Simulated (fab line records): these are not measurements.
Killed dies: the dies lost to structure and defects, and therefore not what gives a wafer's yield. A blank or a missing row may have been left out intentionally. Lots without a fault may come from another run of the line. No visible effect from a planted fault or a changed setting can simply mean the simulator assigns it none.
fab line records    flow nandHarc    part 1 of 2: steps 1 to 31 of 45
[record] lots = 5  wafers = 15  lastDay = 30
route steps=1302 shown A_DECK1_JOINT@519 A_ONON_D2@545
lots untouched by any fault: they come from a run of this same line in which no faults occurred
startH: hours from the record's first day to the start of the lot's first wafer shown    waitH: how many hours have passed since the lot's step before this one    " as in the row above    L1.1+2: a row that stands for several wafers    - no value present, or no start provided    * or withheld: withheld    < > ~ a bound
route shown NAME@n: NAME is a module with steps in the file, n the number in the route of the first one    usual: mean/standard deviation taken from wafers without a fault    same: alike in all rows    chamber/n: place in a boat    sites: per-site readings    _std_site: standard deviation across them    _edge_site: inner sites' mean taken away from outer sites' mean    radiusMm: for every site, how far away it sits from the centre of the wafer    mask NAME#n: copy n    behind: tool/chamber where the wafer was last shaped    hold: cause of the lot's hold/its duration in hours/its outcome    device: whichever transistor did not switch (one of n, p or np)    end of line: at the end of the route, the tests of the same wafers    for a step that has no rows: nothing shown but its recipe    killed: the dies lost at the first sort to structure and to defects; this is not the yield of the wafer    map: shows each die of a wafer: x if killed, . if not, _ if none is there
set.NAME: the setting that was run; set.NAME@STEP: the one run at that earlier step    model.NAME: the simulator's own value behind a step, which no gauge read
lots seen at some steps along the route; tables by step, rows by wafer
services: the hour from which a tool's chamber was out of use, counted from the record's first day as startH (under 0 if before that day), plus the number of hours and why
[[steps]]
[step NHARC_A_DECK1_JOINT_ETCH_25]
[recipe] targetDepthA = 5  chemistry = dHF  material = SiO2
lot.wafer   tool         chamber  startH  waitH
L075.6+2+3  wetBench-06  5,1,2    236.78  0.1
L074.1+4+5  wetBench-01  7,0,1    236.80  0.2
L082.6+3+5  wetBench-06  3,6,0    312.18  0.1
L087.6+3+1  wetBench-01  3,4,7    375.41  0.1
L090.4+3+2  wetBench-03  1,3,4    399.39  0.1
[step NHARC_A_DECK1_JOINT_ETCH_19]
[recipe] tempC = 25  targetDepthA = 30  chemistry = TMAH  material = poly-Si
lot.wafer   tool         chamber  startH  waitH
L075.6+2+3  wetBench-06  5,1,2    236.82  0.0
L074.1+4+5  wetBench-01  7,0,1    236.83  0.0
L082.6+3+5  wetBench-06  3,6,0    312.21  0.0
L087.6+3+1  wetBench-01  3,4,7    375.44  0.0
L090.4+3+2  wetBench-03  1,3,4    399.42  0.0
[step NHARC_A_DECK1_JOINT_ETCH_18]
[recipe] targetDepthA = 30  chemistry = dHF  material = SiO2
lot.wafer   tool         chamber  startH  waitH
L075.6+2+3  wetBench-06  5,1,2    -       -
L074.1+4+5  wetBench-01  7,0,1    -       -
L082.6+3+5  wetBench-06  3,6,0    -       -
L087.6+3+1  wetBench-01  3,4,7    -       -
L090.4+3+2  wetBench-03  1,3,4    -       -
[step NHARC_A_DECK1_JOINT_WET_08]
[recipe] tempC = 160  timeS = 86  chemistry = H3PO4
[same] timeS = 86
lot.wafer   tool         chamber  startH  waitH
L074.1+4+5  wetH3po4-01  1        238.62  -
L075.2+3+6  wetH3po4-01  1        238.62  -
L082.3+5+6  wetH3po4-02  1        314.05  -
L087.1+3+6  wetH3po4-01  0        377.26  -
L090.2+3+4  wetH3po4-02  1        404.99  -
[step NHARC_A_DECK1_JOINT_ETCH_09]
[recipe] targetDepthA = 50  chemistry = dHF  material = SiO2
lot.wafer   tool         chamber  startH  waitH
L075.3+6+2  wetBench-06  3,4,6    239.17  0.0
L074.4+5+1  wetBench-03  4,5,6    239.19  0.0
L082.3+5+6  wetBench-06  3,4,5    314.60  0.0
L087.6+1+3  wetBench-06  2,4,5    377.81  0.0
L090.2+3+4  wetBench-01  7,0,1    405.54  0.0
[step NHARC_A_DECK1_JOINT_WET_10]
[recipe] tempC = 160  timeS = 86  chemistry = H3PO4
[same] timeS = 86
lot.wafer   tool         chamber  startH  waitH
L074.1+4+5  wetH3po4-01  0        240.85  1.6
L075.2+3+6  wetH3po4-01  0        240.85  1.7
L082.3+5+6  wetH3po4-01  1        317.31  2.7
L087.1+3+6  wetH3po4-02  0        379.49  1.7
L090.2+3+4  wetH3po4-02  1        410.84  5.3
[step NHARC_A_DECK1_JOINT_ETCH_11]
[recipe] targetDepthA = 350  chemistry = dHF  material = SiO2
lot.wafer   tool         chamber  startH  waitH
L075.3+2+6  wetBench-01  2,4,6    241.43  0.1
L074.5+1+4  wetBench-03  2,3,4    241.48  0.1
L082.3+5+6  wetBench-01  7,0,2    317.86  0.0
L087.3+6+1  wetBench-06  5,6,7    380.10  0.1
L090.4+2+3  wetBench-01  1,4,6    411.38  0.0
[step NHARC_A_DECK1_JOINT_CVD_12]
[recipe] targetThkA = 900  tempC = 620  pressureMtorr = 200  timeS = 1800  material = poly-Si
[usual] spikeTcUpperC = 619.1/1.3
[same] timeS = 1800
lot.wafer  tool          chamber  startH  waitH  spikeTcUpperC
L074.1     lpcvdPoly-04  0        244.07  2.5    618.8
L074.4     "             0        "       "      617.9
L074.5     "             0        "       "      617.9
L075.2     lpcvdPoly-04  0        244.07  2.6    618.8
L075.3     "             0        "       "      618.7
L075.6     "             0        "       "      618.0
L082.3     lpcvdPoly-02  0        320.53  2.7    620.7
L082.5     "             0        "       "      620.0
L082.6     "             0        "       "      620.4
L087.1     lpcvdPoly-02  0        382.71  2.5    616.7
L087.3     "             0        "       "      619.2
L087.6     "             0        "       "      621.4
L090.2     lpcvdPoly-02  0        414.06  2.6    620.6
L090.3     "             0        "       "      619.8
L090.4     "             0        "       "      621.1
[step NHARC_A_DECK1_JOINT_CMP_13]
[recipe] targetThkNm = 51.023
[usual] motorCurrentA = 12.1/1.2  timeToEndpointS = 8.5/2.1
lot.wafer  tool    chamber  startH  waitH  motorCurrentA  timeToEndpointS
L074.1     cmp-01  1        246.93  0.4    13.8           9.3
L074.4     "       0        "       "      13.8           7.6
L074.5     "       1        "       "      13.5           8.5
L075.3     cmp-03  3        246.98  0.4    11.8           12.7
L075.2     "       0        "       "      10.4           11.2
L075.6     "       1        "       "      10.2           13.5
L082.3     cmp-03  0        323.42  0.4    10.5           5.1
L082.6     "       3        "       "      11.2           6.8
L082.5     "       0        "       "      9.8            6.2
L087.1     cmp-04  1        385.62  0.4    12.8           8.4
L087.3     "       3        "       "      11.7           7.8
L087.6     "       2        "       "      11.7           9.1
L090.3     cmp-04  1        416.92  0.4    12.1           9.2
L090.2     "       2        "       "      12.2           11.0
L090.4     "       3        "       "      11.4           10.7
[step NHARC_A_DECK1_JOINT_THK_MEAS_14]
[recipe] thkMeasGauge = ellipsometry
[usual] thkNm = 50.9/1.4
lot.wafer  tool          chamber  startH  waitH  thkNm
L075.2     filmMetro-01  -        247.18  0.2    49.8
L075.3     "             -        "       "      51.2
L075.6     "             -        "       "      51.8
L074.1     filmMetro-02  -        247.18  0.2    51.1
L074.4     "             -        "       "      52.6
L074.5     "             -        "       "      51.8
L082.3     filmMetro-01  -        323.66  0.2    50.1
L082.5     "             -        "       "      48.8
L082.6     "             -        "       "      49.8
L087.1     filmMetro-01  -        385.88  0.2    49.8
L087.3     "             -        "       "      51.9
L087.6     "             -        "       "      53.5
L090.2     filmMetro-01  -        417.17  0.2    48.8
L090.3     "             -        "       "      51.1
L090.4     "             -        "       "      50.8
[step NHARC_A_DECK1_JOINT_SRD_04]
lot.wafer   tool         chamber  startH  waitH
L074.4+1+5  wetBench-03  6,0,3    247.23  0.0
L075.6+3+2  wetBench-01  6,7,0    247.23  0.0
L082.5+3+6  wetBench-03  6,7,0    323.70  0.0
L087.1+3+6  wetBench-06  6,7,0    385.93  0.0
L090.4+3+2  wetBench-01  5,1,2    417.21  0.0
[step NHARC_A_DECK1_JOINT_ETCHBACK_00]
[recipe] targetDepthA = 300  timeS = 17.4  hbrFlowSccm = 150  rfW = 350  icpW = 350  biasW = 60  chemistry = HBr
[usual] chamberPressureMTorr = 15.002/0.013  drypumpMotorCurrentA = 5.7/0.37  oesProductAu = 0.998/0.0081  throttleValvePct = 23.267/0.0093
[same] timeS = 17.4
lot.wafer  tool      chamber  startH  waitH  chamberPressureMTorr  drypumpMotorCurrentA  oesProductAu  rfHoursCounterH  throttleValvePct
L075.2     rieSi-03  0        247.31  0.1    15.009                5.6                   1.007         0.1              23.272
L075.3     "         3        "       "      15.011                5.6                   0.995         0.1              23.272
L075.6     "         0        "       "      14.993                5.6                   1.006         -                23.259
L074.1     rieSi-01  1        247.32  0.1    14.984                5.3                   1.001         0.3              23.262
L074.4     "         3        "       "      15.004                6.6                   1.006         0.5              23.272
L074.5     "         2        "       "      14.975                5.5                   0.990         -                23.258
L082.3     rieSi-03  2        323.78  0.1    15.005                5.7                   1.014         0.5              23.272
L082.6     "         2        "       "      14.996                5.7                   0.995         -                23.265
L082.5     "         3        "       "      15.001                5.6                   1.000         -                23.273
L087.1     rieSi-01  3        386.02  0.1    14.995                6.6                   1.000         0.0              23.270
L087.3     "         1        "       "      15.021                5.3                   0.991         0.0              23.276
L087.6     "         2        "       "      14.998                5.4                   0.991         -                23.276
L090.4     rieSi-01  0        417.30  0.1    14.978                6.1                   0.983         0.3              23.266
L090.3     "         1        "       "      15.004                5.3                   0.990         0.2              23.261
L090.2     "         2        "       "      14.992                5.5                   0.978         0.3              23.275
[step NHARC_A_DECK1_JOINT_PRECLEAN_30]
[recipe] timeS = *  tempC = 50  bathAgeMin = 0  chemistry = SC1
[usual] diwFlowMLMin = 1414/3.8
[same] timeS = *
lot.wafer  tool         chamber  startH  waitH  diwFlowMLMin
L074.5     wetBench-03  2        247.46  0.1    1412
L074.4     "            3        "       "      1412
L074.1     "            7        "       "      1412
L075.3     wetBench-01  7        247.46  0.1    1415
L075.6     "            2        "       "      1414
L075.2     "            3        "       "      1409
L082.5     wetBench-03  7        323.93  0.1    1416
L082.3     "            0        "       "      1406
L082.6     "            4        "       "      1406
L087.3     wetBench-01  7        386.15  0.1    1412
L087.1     "            2        "       "      1410
L087.6     "            3        "       "      1417
L090.4     wetBench-06  6        417.46  0.1    1416
L090.3     "            7        "       "      1420
L090.2     "            0        "       "      1410
[step NHARC_A_DECK1_JOINT_SRD_31]
lot.wafer   tool         chamber  startH  waitH
L075.3+6+2  wetBench-01  7,2,3    -       -
L074.5+4+1  wetBench-03  2,3,7    -       -
L082.5+3+6  wetBench-03  7,0,4    -       -
L087.3+1+6  wetBench-01  7,2,3    -       -
L090.4+3+2  wetBench-06  6,7,0    -       -
[step NHARC_A_DECK1_JOINT_CVD_34]
[recipe] targetThkA = 200  tempC = 700  pressureMtorr = 300  material = SiNx
[usual] spikeTcUpperC = 699.9/1.3
lot.wafer  tool      chamber  startH  waitH  spikeTcUpperC
L074.1     lpcvd-01  0        251.86  -      698.6
L074.4     "         0        "       "      699.9
L074.5     "         0        "       "      702.0
L075.2     lpcvd-01  0        251.86  -      700.8
L075.3     "         0        "       "      700.9
L075.6     "         0        "       "      701.8
L082.3     lpcvd-01  0        327.16  -      700.9
L082.5     "         0        "       "      700.5
L082.6     "         0        "       "      700.6
L087.1     lpcvd-01  1        392.01  -      697.7
L087.3     "         1        "       "      699.3
L087.6     "         1        "       "      701.0
L090.2     lpcvd-02  1        420.69  -      699.3
L090.3     "         1        "       "      700.5
L090.4     "         1        "       "      699.6
[step NHARC_A_DECK1_JOINT_DEP_06]
[recipe] targetThkA = 800  tempC = 65  material = SiOx
lot.wafer   tool     chamber  startH  waitH
L074.1+4+5  fcvd-02  0,1,0    255.06  0.4
L075.2+3+6  fcvd-01  1,0,0    255.07  0.4
L082.3+6+5  fcvd-01  1,0,1    330.44  0.5
L087.1+3+6  fcvd-01  0        395.21  0.4
L090.2+4+3  fcvd-02  1,0,1    423.94  0.4
[step NHARC_A_DECK1_JOINT_CURE_26]
[recipe] tempC = 150  timeS = 32  pressureAtm = 0.395
[same] timeS = 32
lot.wafer   tool     chamber  startH  waitH
L074.1+4+5  fcvd-02  0,1,0    255.24  0.1
L075.2+3+6  fcvd-01  1,0,0    255.24  0.1
L082.3+6+5  fcvd-01  1,0,1    330.57  0.1
L087.1+3+6  fcvd-01  0        395.38  0.1
L090.2+4+3  fcvd-02  1,0,1    424.10  0.1
[step NHARC_A_DECK1_JOINT_ANNEAL_27]
[recipe] tempC = 400  timeS = 3600  idleTempC = 300  rampUpCPerMin = 10  densificationPH2oTorr = 640
[usual] densificationPH2oTorr = 640.0/1.1  spikeTcUpperC = 399.3/1.3
[same] timeS = 3600
lot.wafer  tool        chamber  startH  waitH  densificationPH2oTorr  spikeTcUpperC
L074.1     furnace-01  0        260.03  4.8    639.9                  402.4
L074.4     "           0        "       "      638.4                  399.0
L074.5     "           0        "       "      640.6                  400.5
L075.2     furnace-01  0        260.03  4.8    639.7                  400.3
L075.3     "           0        "       "      639.3                  402.4
L075.6     "           0        "       "      641.6                  399.4
L082.3     furnace-04  0        333.54  3.0    641.5                  398.0
L082.5     "           0        "       "      641.3                  399.4
L082.6     "           0        "       "      640.7                  398.1
L087.1     furnace-04  0        398.12  2.7    639.0                  397.3
L087.3     "           0        "       "      637.9                  400.3
L087.6     "           0        "       "      638.2                  398.9
L090.2     furnace-04  0        426.81  2.7    640.5                  396.3
L090.3     "           0        "       "      640.1                  400.2
L090.4     "           0        "       "      640.9                  398.6
[step NHARC_A_DECK1_JOINT_ANNEAL_28]
[recipe] tempC = 500  timeS = 1800  idleTempC = 400  rampUpCPerMin = 10  densificationPH2oTorr = 640
[usual] densificationPH2oTorr = 639.9/1.3  spikeTcUpperC = 499.5/1.3
[same] timeS = 1800
lot.wafer  tool        chamber  startH  waitH  densificationPH2oTorr  spikeTcUpperC
L074.1     furnace-01  0        265.43  3.6    639.9                  502.9
L074.4     "           0        "       "      640.8                  499.2
L074.5     "           0        "       "      638.9                  498.8
L075.2     furnace-01  0        265.43  3.6    639.3                  501.7
L075.3     "           0        "       "      639.2                  500.9
L075.6     "           0        "       "      640.6                  501.1
L082.3     furnace-04  0        337.88  2.6    637.9                  499.7
L082.5     "           0        "       "      637.9                  499.9
L082.6     "           0        "       "      640.3                  498.3
L087.1     furnace-04  0        403.64  3.8    639.3                  499.1
L087.3     "           0        "       "      640.9                  499.4
L087.6     "           0        "       "      638.4                  499.4
L090.2     furnace-04  0        433.77  5.2    640.5                  499.0
L090.3     "           0        "       "      640.5                  499.9
L090.4     "           0        "       "      639.2                  500.1
[step NHARC_A_DECK1_JOINT_ANNEAL_29]
[recipe] tempC = 750  timeS = 1800  idleTempC = 500  rampUpCPerMin = 10  rampDownCPerMin = 3
[usual] spikeTcUpperC = 749.8/1.2
[same] timeS = 1800
lot.wafer  tool        chamber  startH  waitH  spikeTcUpperC
L074.1     furnace-01  0        270.90  4.8    751.0
L074.4     "           0        "       "      750.0
L074.5     "           0        "       "      750.3
L075.2     furnace-01  0        270.90  4.8    749.8
L075.3     "           0        "       "      751.1
L075.6     "           0        "       "      750.8
L082.3     furnace-04  0        342.17  3.6    747.1
L082.5     "           0        "       "      750.7
L082.6     "           0        "       "      750.1
L087.1     furnace-04  0        408.20  3.9    750.2
L087.3     "           0        "       "      748.5
L087.6     "           0        "       "      748.7
L090.2     furnace-04  0        437.00  2.6    748.5
L090.3     "           0        "       "      749.1
L090.4     "           0        "       "      749.6
[step NHARC_A_DECK1_JOINT_CMP_02]
[recipe] material = SiOx
[usual] motorCurrentA = 12.0/1.2
lot.wafer  tool    chamber  startH  waitH  motorCurrentA
L074.1     cmp-03  1        273.57  0.4    10.3
L074.4     "       3        "       "      12.0
L074.5     "       1        "       "      10.7
L075.2     cmp-01  2        273.62  0.4    12.9
L075.3     "       3        "       "      12.0
L075.6     "       1        "       "      14.1
L082.3     cmp-01  2        344.88  0.4    13.1
L082.5     "       0        "       "      13.4
L082.6     "       1        "       "      13.8
L087.3     cmp-04  0        410.89  0.4    12.8
L087.1     "       1        "       "      12.1
L087.6     "       1        "       "      12.3
L090.2     cmp-04  1        439.68  0.4    12.3
L090.4     "       3        "       "      12.2
L090.3     "       0        "       "      12.4
[step NHARC_A_DECK1_JOINT_SRD_15]
lot.wafer   tool         chamber  startH  waitH
L075.3+6+2  wetBench-01  1,4,5    273.86  0.0
L074.5+4+1  wetBench-06  1,2,3    273.88  0.0
L082.3+5+6  wetBench-06  6,1,2    345.13  0.0
L087.1+3+6  wetBench-01  2,3,7    411.18  0.0
L090.2+4+3  wetBench-03  1,2,4    439.98  0.0
[step NHARC_A_DECK1_JOINT_DEP_16]
[recipe] targetThkA = 450  tempC = 400  pressureTorr = 6.5  rfW = 900  teosFlowSccm = 161.4  flowSccm = 2650  targetThkNm = 45  gas = O2  material = SiO2
[usual] heaterPowerW = 603/120  throttleValvePct = 16.0/0.71
lot.wafer  tool      chamber  startH  waitH  heaterPowerW  throttleValvePct
L075.3     pecvd-02  1        273.98  0.1    584           15.7
L075.2     "         2        "       "      650           16.3
L075.6     "         1        "       "      573           15.6
L074.1     pecvd-01  0        273.99  0.1    774           15.6
L074.5     "         2        "       "      542           16.8
L074.4     "         0        "       "      775           15.6
L082.3     pecvd-01  0        345.28  0.1    774           15.1
L082.5     "         2        "       "      539           17.3
L082.6     "         0        "       "      808           15.1
L087.1     pecvd-03  0        411.28  0.1    559           15.3
L087.3     "         1        "       "      604           15.7
L087.6     "         0        "       "      574           15.3
L090.2     pecvd-02  1        440.12  0.1    521           15.5
L090.3     "         2        "       "      620           16.7
L090.4     "         1        "       "      538           15.7
[step NHARC_A_DECK1_JOINT_THK_MEAS_17]
[recipe] thkMeasGauge = ellipsometry
[usual] thkNm = 45.1/1.2
lot.wafer  tool          chamber  startH  waitH  thkNm
L075.2     filmMetro-01  -        274.24  0.2    45.0
L075.3     "             -        "       "      43.3
L075.6     "             -        "       "      46.9
L074.1     filmMetro-01  -        274.24  0.2    46.1
L074.4     "             -        "       "      45.4
L074.5     "             -        "       "      45.1
L082.3     filmMetro-01  -        345.50  0.2    44.3
L082.5     "             -        "       "      46.4
L082.6     "             -        "       "      46.5
L087.1     filmMetro-01  -        411.56  0.3    44.6
L087.3     "             -        "       "      46.3
L087.6     "             -        "       "      44.9
L090.2     filmMetro-02  -        440.37  0.2    45.3
L090.3     "             -        "       "      46.2
L090.4     "             -        "       "      47.3
[step NHARC_A_DECK1_JOINT_INSPECT_05]
[usual] rawDefectCount = 305/120
lot.wafer  tool              chamber  startH  waitH  rawDefectCount
L075.2     defectInspect-01  -        274.27  0.0    377
L075.3     "                 -        "       "      401
L075.6     "                 -        "       "      347
L074.1     defectInspect-02  -        274.28  0.0    483
L074.4     "                 -        "       "      231
L074.5     "                 -        "       "      500
L082.3     defectInspect-02  -        345.54  0.0    480
L082.5     "                 -        "       "      389
L082.6     "                 -        "       "      459
L087.1     defectInspect-01  -        411.59  0.0    173
L087.3     "                 -        "       "      358
L087.6     "                 -        "       "      250
L090.2     defectInspect-02  -        440.41  0.0    366
L090.3     "                 -        "       "      348
L090.4     "                 -        "       "      292
[step NHARC_A_ONON_D2_DEP_00]
[recipe] targetThkA = 10000  n2FlowSccm = 2750  n2oFlowSccm = 2000  nh3FlowSccm = 500  sih4FlowSccm = 210  tempC = 400
lot.wafer   tool          chamber  startH  waitH
L074.1+4+5  pecvdOnon-02  0        274.34  0.1
L075.2+3+6  pecvdOnon-03  0        274.40  0.1
L082.3+5+6  pecvdOnon-03  0        345.72  0.2
L087.1+3+6  pecvdOnon-02  0        411.66  0.1
L090.2+3+4  pecvdOnon-03  0        440.53  0.1
[step NHARC_A_ONON_D2_THK_MEAS_02]
[recipe] thkMeasGauge = ellipsometry
[usual] thkNm = 1001/8.5
lot.wafer  tool          chamber  startH  waitH  thkNm
L075.2     filmMetro-01  -        274.84  -      1008
L075.3     "             -        "       "      1010
L075.6     "             -        "       "      1006
L074.1     filmMetro-01  -        274.86  -      992
L074.4     "             -        "       "      990
L074.5     "             -        "       "      990
L082.3     filmMetro-01  -        346.12  -      992
L082.5     "             -        "       "      991
L082.6     "             -        "       "      991
L087.1     filmMetro-01  -        412.17  -      997
L087.3     "             -        "       "      997
L087.6     "             -        "       "      996
L090.2     filmMetro-01  -        440.98  -      1001
L090.3     "             -        "       "      1000
L090.4     "             -        "       "      1002
[step NHARC_A_ONON_D2_DEP_03]
[recipe] targetThkA = 10000  n2FlowSccm = 2750  n2oFlowSccm = 2000  nh3FlowSccm = 500  sih4FlowSccm = 210  tempC = 400
lot.wafer   tool          chamber  startH  waitH
L074.1+4+5  pecvdOnon-03  0        274.91  0.1
L075.2+3+6  pecvdOnon-04  0        274.96  0.1
L082.3+5+6  pecvdOnon-04  0        346.29  0.2
L087.1+3+6  pecvdOnon-04  0        412.23  0.1
L090.2+3+4  pecvdOnon-02  0        441.10  0.1
[step NHARC_A_ONON_D2_THK_MEAS_05]
[recipe] thkMeasGauge = ellipsometry
[usual] thkNm = 1001/8.5
lot.wafer  tool          chamber  startH  waitH  thkNm
L075.2     filmMetro-01  -        275.41  -      1011
L075.3     "             -        "       "      1012
L075.6     "             -        "       "      1011
L074.1     filmMetro-01  -        275.42  -      1009
L074.4     "             -        "       "      1007
L074.5     "             -        "       "      1010
L082.3     filmMetro-02  -        346.68  -      992
L082.5     "             -        "       "      992
L082.6     "             -        "       "      993
L087.1     filmMetro-02  -        412.74  -      1003
L087.3     "             -        "       "      1002
L087.6     "             -        "       "      1004
L090.2     filmMetro-01  -        441.57  -      1016
L090.3     "             -        "       "      1019
L090.4     "             -        "       "      1016
[step NHARC_A_ONON_D2_DEP_06]
[recipe] targetThkA = 10000  n2FlowSccm = 2750  n2oFlowSccm = 2000  nh3FlowSccm = 500  sih4FlowSccm = 210  tempC = 400
lot.wafer   tool          chamber  startH  waitH
L075.2+3+6  pecvdOnon-02  0        275.52  0.1
L074.1+4+5  pecvdOnon-04  0        275.60  0.2
L082.3+5+6  pecvdOnon-02  0        346.85  0.2
L087.1+3+6  pecvdOnon-02  0        412.80  0.1
L090.2+3+4  pecvdOnon-04  0        441.69  0.1
[step NHARC_A_ONON_D2_THK_MEAS_08]
[recipe] thkMeasGauge = ellipsometry
[usual] thkNm = 998/11
lot.wafer  tool          chamber  startH  waitH  thkNm
L075.2     filmMetro-01  -        275.98  -      997
L075.3     "             -        "       "      998
L075.6     "             -        "       "      999
L074.1     filmMetro-01  -        276.11  -      1008
L074.4     "             -        "       "      1010
L074.5     "             -        "       "      1010
L082.3     filmMetro-02  -        347.25  -      1003
L082.5     "             -        "       "      1001
L082.6     "             -        "       "      1000
L087.1     filmMetro-02  -        413.31  -      996
L087.3     "             -        "       "      996
L087.6     "             -        "       "      995
L090.2     filmMetro-02  -        442.14  -      1019
L090.3     "             -        "       "      1020
L090.4     "             -        "       "      1019
